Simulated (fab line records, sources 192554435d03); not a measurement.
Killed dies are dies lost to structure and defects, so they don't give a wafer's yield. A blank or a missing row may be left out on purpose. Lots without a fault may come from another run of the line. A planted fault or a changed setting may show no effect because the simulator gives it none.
Chamber matching | flow n5_finfet | N5_HKMG_FIN_ALD_21 on ald_metal-02: 4 sister chambers
The step deposits TiN, target thk 1.5 nm, pulse time 1 s, purge time 3 s. 14 wafers are shown with their chamber, then 7 later ones without.

WAFERS WITH THEIR CHAMBER
wafer  | chamber | heater_power_w (W) | precursor_pulse_height_rel | susceptor_temp_C (C)
L074.4 | 1       | 1202               | 0.960                      | 399.80
L074.5 | 1       | 1176               | 1.005                      | 399.62
L074.6 | 2       | 851                | 0.988                      | 399.91
L075.2 | 2       | 836                | 0.976                      | 400.22
L075.4 | 0       | 913                | 1.025                      | 399.71
L075.6 | 0       | 935                | 1.010                      | 399.89
L086.3 | 2       | 845                | 1.010                      | 399.88
L086.4 | 1       | 1169               | 1.014                      | 400.01
L086.5 | 3       | 905                | 0.993                      | 399.76
L091.3 | 3       | 904                | 1.005                      | 399.88
L091.5 | 1       | 1208               | 0.976                      | 399.95
L091.6 | 0       | 928                | 0.994                      | 399.97
L092.2 | 3       | 905                | 1.046                      | 399.94
L092.5 | 1       | 1192               | 0.995                      | 400.19

SIGNATURES (means of the wafers above)
reading                    | chamber 0 | chamber 1 | chamber 2 | chamber 3 | scatter within a chamber
heater_power_w             | 925.33    | 1189.40   | 844.00    | 904.67    | 12.1
precursor_pulse_height_rel | 1.00967   | 0.99000   | 0.99133   | 1.01467   | 0.0213
susceptor_temp_C           | 399.8567  | 399.9140  | 400.0033  | 399.8600  | 0.176
Rule: a wafer's distance from a chamber is the root of the sum, over the readings, of the square of ((its reading less the chamber's mean) divided by the reading's scatter). The wafer belongs to the nearest chamber; if the next one is less than 2 further off, it can't be placed. The scatter: the root of (the sum of the squares of (reading less its chamber's mean) over the shown wafers, divided by (wafers less chambers)).

WAFERS WITHOUT THEIR CHAMBER
wafer  | heater_power_w (W) | precursor_pulse_height_rel | susceptor_temp_C (C)
L092.6 | 933                | 1.012                      | 399.79
L094.1 | 1168               | 0.979                      | 399.76
L094.5 | 946                | 1.030                      | 399.57
L094.6 | 907                | 0.968                      | 400.24
L097.1 | 1184               | 0.994                      | 399.83
L097.2 | 890                | 1.002                      | 400.13
L097.3 | 845                | 0.991                      | 400.28

WHICH CHAMBER EACH WENT THROUGH
wafer  | from the rows above          | in truth
L092.6 | can't be placed: 0 or 3      | 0
L094.1 | 1                            | 1
L094.5 | can't be placed: 0 or 3      | 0
L094.6 | can't be placed: 3 or 0      | 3
L097.1 | 1                            | 1
L097.2 | can't be placed: 3 or 0 or 2 | 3
L097.3 | 2                            | 2
Placed correctly: 3 of 7. Can't be placed from these rows: 4 (the true chamber is among the candidates in 4). Placed wrongly: 0.
